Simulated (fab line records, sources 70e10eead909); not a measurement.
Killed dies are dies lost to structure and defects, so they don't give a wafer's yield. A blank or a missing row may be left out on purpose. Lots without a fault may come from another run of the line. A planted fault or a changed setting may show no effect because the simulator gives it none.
Problem report in the 8D (eight disciplines) form, filled by code | flow nand_harc | the parts of the form that need people (team, actions taken, sign-off) are left out

1. THE PROBLEM
killed_at_other at NHARC_END_SORT_01 reads a mean of 644.0 on 1 wafer of 1 lot; wafers without a fault read 0.7 with a standard deviation of 1.1. That is +99 or more standard deviations from the usual mean.
First seen on wafer L537.2, day 22 04:53, on prober-01. The record holds 6 wafers of 2 lots with a number at this step. Rule for "out", or "out of limits": more than 4 standard deviations from the usual mean. The other wafers with a number count as sound.

2. WHAT IT IS AND WHAT IT IS NOT
question                    | is                                                                                                                  | is not
which readings at this step | killed_at_other, defect_limited_yield, killed_dies, sort_bin_2_pct, sort_n_pass, sort_rim_yield_pct, sort_yield_pct | killed_at_array, killed_at_periphery, killed_open, sort_bin_3_pct, sort_bin_4_pct
which lots                  | L537                                                                                                                | L541
which wafers of those lots  | L537.2                                                                                                              | L537.4, L537.5
read on which gauges        | prober-01                                                                                                           | -
when                        | from day 22 04:53                                                                                                   | up to then (0 sound wafers); but 5 sound wafers of L537, L541 came after

3. SUSPECTS, AND WHAT RULES EACH OUT
Counting: a tool at a process step up to the reading stays a suspect if it ran every lot that is out. Sound lots after the first of them don't rule it out here, since some wafers of a struck lot are sound.
- the gauge at NHARC_END_SORT_01: kept. All the wafers that are out were read on prober-01, and no step on other tools shows them out.
- pecvd-01 at NHARC_THIN_TSV_DEP_43 (deposits SiO2, target thk 1328.5 nm): kept. It ran the lot that is out, L537 (day 21 07:53).
- pvd_sputter-03 at NHARC_THIN_TSV_DEGAS_49 (time 120 s): kept. It ran the lot that is out, L537 (day 21 11:59).
- Within pecvd-01 at NHARC_THIN_TSV_DEP_43: the wafers that are out ran in chamber 0; their sound lot-mates ran in chambers 1, 2.
Left after counting: pecvd-01 at NHARC_THIN_TSV_DEP_43, pvd_sputter-03 at NHARC_THIN_TSV_DEGAS_49, prober-01 at NHARC_END_SORT_01.

4. THE CAUSE (what the simulator had put in)
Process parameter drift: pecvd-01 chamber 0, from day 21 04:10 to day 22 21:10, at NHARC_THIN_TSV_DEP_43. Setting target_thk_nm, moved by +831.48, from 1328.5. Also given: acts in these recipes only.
Counting left 3 suspects, and this tool is among them.

5. THE CHAIN OF EFFECTS, in route order
Each row: a reading whose mean over the struck wafers that have a number lies more than 3 standard deviations from the usual. Only readings for which the record gives a usual standard deviation are gone through. hours: the time from each lot's start at the first step in this table that gives one to its start at this step, as a median over the lots. sigmas: the change in usual standard deviations.
hours | step              | reading              | usual  | on struck wafers | change | sigmas
0     | NHARC_END_SORT_01 | defect_limited_yield | 95.3 % | 0.0              | -95.3  | -56
0     | NHARC_END_SORT_01 | killed_at_other      | 0.7    | 644.0            | +643.3 | +99 or more
0     | NHARC_END_SORT_01 | killed_dies          | 32     | 677              | +645   | +59
0     | NHARC_END_SORT_01 | sort_bin_2_pct       | 1.5 %  | 96.6             | +95.1  | +99 or more
0     | NHARC_END_SORT_01 | sort_n_pass          | 645    | 0                | -645   | -59
0     | NHARC_END_SORT_01 | sort_rim_yield_pct   | 95.7 % | 0.0              | -95.7  | -37
0     | NHARC_END_SORT_01 | sort_yield_pct       | 95.3 % | 0.0              | -95.3  | -56

6. WHAT WOULD HAVE CAUGHT IT SOONER
In this record the first reading out of limits at a measuring or inspecting step was taken at day 22 04:53, 25 hours after the fault began at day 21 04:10.
Of the tool readings at NHARC_THIN_TSV_DEP_43 for which the record gives a usual standard deviation, none was out on any struck wafer, so an alarm limit of 4 standard deviations on them would not have fired.
All the lots that are out (1) had begun NHARC_THIN_TSV_DEP_43 on pecvd-01 by day 22 04:53. A hold on the tool at that time would have spared none of them.
